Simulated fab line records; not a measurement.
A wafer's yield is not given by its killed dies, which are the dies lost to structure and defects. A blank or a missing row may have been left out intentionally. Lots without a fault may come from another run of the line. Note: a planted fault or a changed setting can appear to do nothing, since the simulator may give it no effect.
Which tool is to blame? / flow n5 finfet / 24 lots with 72 wafers sampled at 3 steps, on a route of 1938 steps

== WHAT THE GAUGES SHOWED, per wafer ==
N5_BEOL_M5_CD_MEAS_35: target cd 28 nm, target cd y 24 nm. Usual: cd nm reads 28.1 nm (standard deviation 0.47).
lot=L074; measured=day 8 01:08; on=cd sem-02; cd nm (nm)=28.1 28.4 28.3; flag=
lot=L075; measured=day 8 09:43; on=cd sem-03; cd nm (nm)=27.8 27.3 28.4; flag=
lot=L077; measured=day 9 02:29; on=cd sem-01; cd nm (nm)=28.4 27.7 27.5; flag=
lot=L076; measured=day 9 13:38; on=cd sem-02; cd nm (nm)=27.9 28.1 28.2; flag=
lot=L078; measured=day 9 21:01; on=cd sem-03; cd nm (nm)=28.3 28.0 28.0; flag=
lot=L079; measured=day 10 07:56; on=cd sem-03; cd nm (nm)=28.4 28.2 27.9; flag=
lot=L080; measured=day 10 16:28; on=cd sem-02; cd nm (nm)=28.1 28.6 27.8; flag=
lot=L082; measured=day 10 18:32; on=cd sem-01; cd nm (nm)=28.3 28.7 27.6; flag=
lot=L081; measured=day 10 22:44; on=cd sem-03; cd nm (nm)=28.4 28.0 28.3; flag=
lot=L083; measured=day 11 06:15; on=cd sem-01; cd nm (nm)=28.8 27.8 28.1; flag=
lot=L084; measured=day 11 08:38; on=cd sem-01; cd nm (nm)=27.7 28.5 28.3; flag=
lot=L086; measured=day 11 14:41; on=cd sem-01; cd nm (nm)=27.2 27.7 27.3; flag=
lot=L085; measured=day 11 16:09; on=cd sem-02; cd nm (nm)=28.0 28.1 27.4; flag=
lot=L088; measured=day 11 21:44; on=cd sem-02; cd nm (nm)=28.4 27.9 28.4; flag=
lot=L087; measured=day 12 04:58; on=cd sem-02; cd nm (nm)=28.4 28.3 28.4; flag=
lot=L090; measured=day 12 10:23; on=cd sem-02; cd nm (nm)=27.9 28.2 27.7; flag=
lot=L089; measured=day 12 16:43; on=cd sem-01; cd nm (nm)=28.5 29.0 27.9; flag=
lot=L091; measured=day 13 00:47; on=cd sem-03; cd nm (nm)=28.1 27.5 28.3; flag=
lot=L092; measured=day 13 04:07; on=cd sem-02; cd nm (nm)=27.5 28.7 27.8; flag=
lot=L093; measured=day 13 13:01; on=cd sem-01; cd nm (nm)=28.4 28.1 28.6; flag=
lot=L094; measured=day 13 18:31; on=cd sem-01; cd nm (nm)=27.3 27.8 27.6; flag=
lot=L095; measured=day 14 09:18; on=cd sem-02; cd nm (nm)=28.4 28.1 29.1; flag=
lot=L097; measured=day 14 11:31; on=cd sem-01; cd nm (nm)=27.7 27.9 28.1; flag=
lot=L096; measured=day 14 11:53; on=cd sem-01; cd nm (nm)=29.4 28.4 27.5; flag=

N5_BEOL_M5_RS_MEAS_57: measurement is done with a four-point probe. Usual: M5_RS gives 0.391 ohm/sq (standard deviation 0.017).
lot=L074; measured=day 8 11:13; on=film metro-01; M5_RS (ohm/sq)=0.396 0.419 0.385; flag=
lot=L075; measured=day 8 18:34; on=film metro-02; M5_RS (ohm/sq)=0.373 0.376 0.375; flag=
lot=L077; measured=day 9 09:31; on=film metro-02; M5_RS (ohm/sq)=0.396 0.397 0.386; flag=
lot=L076; measured=day 9 20:52; on=film metro-01; M5_RS (ohm/sq)=0.415 0.398 0.401; flag=
lot=L078; measured=day 10 04:21; on=film metro-01; M5_RS (ohm/sq)=0.376 0.384 0.399; flag=
lot=L079; measured=day 10 15:10; on=film metro-02; M5_RS (ohm/sq)=0.397 0.404 0.407; flag=
lot=L080; measured=day 11 00:13; on=film metro-02; M5_RS (ohm/sq)=0.373 0.364 0.361; flag=
lot=L082; measured=day 11 02:35; on=film metro-01; M5_RS (ohm/sq)=0.386 0.379 0.366; flag=
lot=L081; measured=day 11 05:59; on=film metro-02; M5_RS (ohm/sq)=0.375 0.381 0.380; flag=
lot=L083; measured=day 11 14:28; on=film metro-01; M5_RS (ohm/sq)=0.425 0.408 0.392; flag=
lot=L084; measured=day 11 16:19; on=film metro-01; M5_RS (ohm/sq)=0.379 0.360 0.377; flag=
lot=L086; measured=day 11 22:09; on=film metro-01; M5_RS (ohm/sq)=0.432 0.406 0.406; flag=
lot=L085; measured=day 11 23:17; on=film metro-01; M5_RS (ohm/sq)=0.402 0.376 0.384; flag=
lot=L088; measured=day 12 06:04; on=film metro-02; M5_RS (ohm/sq)=0.420 0.379 0.383; flag=
lot=L087; measured=day 12 11:36; on=film metro-02; M5_RS (ohm/sq)=0.400 0.397 0.373; flag=
lot=L090; measured=day 12 16:59; on=film metro-02; M5_RS (ohm/sq)=0.421 0.389 0.382; flag=
lot=L089; measured=day 12 23:11; on=film metro-02; M5_RS (ohm/sq)=0.406 0.429 0.398; flag=
lot=L091; measured=day 13 09:05; on=film metro-01; M5_RS (ohm/sq)=0.379 0.416 0.421; flag=
lot=L092; measured=day 13 12:22; on=film metro-02; M5_RS (ohm/sq)=0.353 0.377 0.390; flag=
lot=L093; measured=day 13 19:49; on=film metro-01; M5_RS (ohm/sq)=0.393 0.402 0.374; flag=
lot=L094; measured=day 14 01:02; on=film metro-01; M5_RS (ohm/sq)=0.405 0.374 0.382; flag=
lot=L095; measured=day 14 16:40; on=film metro-02; M5_RS (ohm/sq)=0.393 0.404 0.401; flag=
lot=L097; measured=day 14 18:42; on=film metro-02; M5_RS (ohm/sq)=0.370 0.383 0.361; flag=
lot=L096; measured=day 14 21:08; on=film metro-01; M5_RS (ohm/sq)=0.387 0.400 0.388; flag=

== TOOL THAT RAN EACH LOT (tool first, then ch and the chambers of the sampled wafers, then the start) ==
lot=L074; N5_BEOL_M5_SURFACE_TREAT_87=pvd sputter-03, day 8 04:32
lot=L075; N5_BEOL_M5_SURFACE_TREAT_87=pvd sputter-03, day 8 10:38
lot=L077; N5_BEOL_M5_SURFACE_TREAT_87=pvd sputter-02, day 9 03:53
lot=L076; N5_BEOL_M5_SURFACE_TREAT_87=pvd sputter-03, day 9 15:13
lot=L078; N5_BEOL_M5_SURFACE_TREAT_87=pvd sputter-01, day 9 22:27
lot=L079; N5_BEOL_M5_SURFACE_TREAT_87=pvd sputter-02, day 10 08:54
lot=L080; N5_BEOL_M5_SURFACE_TREAT_87=pvd sputter-02, day 10 18:35
lot=L082; N5_BEOL_M5_SURFACE_TREAT_87=pvd sputter-01, day 10 20:52
lot=L081; N5_BEOL_M5_SURFACE_TREAT_87=pvd sputter-02, day 10 23:59
lot=L083; N5_BEOL_M5_SURFACE_TREAT_87=pvd sputter-02, day 11 08:48
lot=L084; N5_BEOL_M5_SURFACE_TREAT_87=pvd sputter-03, day 11 10:02
lot=L086; N5_BEOL_M5_SURFACE_TREAT_87=pvd sputter-02, day 11 16:31
lot=L085; N5_BEOL_M5_SURFACE_TREAT_87=pvd sputter-03, day 11 16:54
lot=L088; N5_BEOL_M5_SURFACE_TREAT_87=pvd sputter-03, day 11 22:47
lot=L087; N5_BEOL_M5_SURFACE_TREAT_87=pvd sputter-01, day 12 05:59
lot=L090; N5_BEOL_M5_SURFACE_TREAT_87=pvd sputter-02, day 12 11:16
lot=L089; N5_BEOL_M5_SURFACE_TREAT_87=pvd sputter-02, day 12 17:33
lot=L091; N5_BEOL_M5_SURFACE_TREAT_87=pvd sputter-03, day 13 01:49
lot=L092; N5_BEOL_M5_SURFACE_TREAT_87=pvd sputter-03, day 13 05:21
lot=L093; N5_BEOL_M5_SURFACE_TREAT_87=pvd sputter-03, day 13 14:06
lot=L094; N5_BEOL_M5_SURFACE_TREAT_87=pvd sputter-03, day 13 19:21
lot=L095; N5_BEOL_M5_SURFACE_TREAT_87=pvd sputter-02, day 14 10:59
lot=L097; N5_BEOL_M5_SURFACE_TREAT_87=pvd sputter-03, day 14 12:50
lot=L096; N5_BEOL_M5_SURFACE_TREAT_87=pvd sputter-03, day 14 13:15
- N5_BEOL_M5_SURFACE_TREAT_87

== WHAT THE TOOLS THEMSELVES READ (means of the sampled wafers that have a number; where no wafer has one, the mark that the record gives instead) ==
N5_BEOL_M5_SURFACE_TREAT_87. Usual: ar flow sccm reads 29.99 sccm (standard deviation 0.086).
lot=L074; tool=pvd sputter-03; ar flow sccm (sccm)=30.01; flag=
lot=L075; tool=pvd sputter-03; ar flow sccm (sccm)=30.06; flag=
lot=L077; tool=pvd sputter-02; ar flow sccm (sccm)=29.96; flag=
lot=L076; tool=pvd sputter-03; ar flow sccm (sccm)=29.93; flag=
lot=L078; tool=pvd sputter-01; ar flow sccm (sccm)=29.98; flag=
lot=L079; tool=pvd sputter-02; ar flow sccm (sccm)=30.02; flag=
lot=L080; tool=pvd sputter-02; ar flow sccm (sccm)=29.98; flag=
lot=L082; tool=pvd sputter-01; ar flow sccm (sccm)=30.00; flag=
lot=L081; tool=pvd sputter-02; ar flow sccm (sccm)=29.94; flag=
lot=L083; tool=pvd sputter-02; ar flow sccm (sccm)=29.89; flag=
lot=L084; tool=pvd sputter-03; ar flow sccm (sccm)=30.06; flag=
lot=L086; tool=pvd sputter-02; ar flow sccm (sccm)=29.99; flag=
lot=L085; tool=pvd sputter-03; ar flow sccm (sccm)=30.05; flag=
lot=L088; tool=pvd sputter-03; ar flow sccm (sccm)=29.95; flag=
lot=L087; tool=pvd sputter-01; ar flow sccm (sccm)=30.07; flag=
lot=L090; tool=pvd sputter-02; ar flow sccm (sccm)=29.94; flag=
lot=L089; tool=pvd sputter-02; ar flow sccm (sccm)=29.98; flag=
lot=L091; tool=pvd sputter-03; ar flow sccm (sccm)=30.05; flag=
lot=L092; tool=pvd sputter-03; ar flow sccm (sccm)=29.99; flag=
lot=L093; tool=pvd sputter-03; ar flow sccm (sccm)=30.01; flag=
lot=L094; tool=pvd sputter-03; ar flow sccm (sccm)=29.96; flag=
lot=L095; tool=pvd sputter-02; ar flow sccm (sccm)=29.96; flag=
lot=L097; tool=pvd sputter-03; ar flow sccm (sccm)=30.00; flag=
lot=L096; tool=pvd sputter-03; ar flow sccm (sccm)=30.01; flag=

== THE ANSWER, worked out from the rows above alone ==
Rule: a lot counts as off when the mean over its wafers that have a number is more than 3 standard deviations away from the usual mean. A lot without any number at a reading at which 4 lots or more have one is off too. The other lots that the step has rows for count as sound. After the gauges, taken in route order, come the tools' own readings; for these a lot's mean is taken, as printed above. At the first step where some lot is off, the reading lying furthest off is the one used; lots without a number count as furthest.
No lot is off on any of the readings shown, so nothing can be concluded from this.

== WHAT THE SIMULATOR PUT IN ==
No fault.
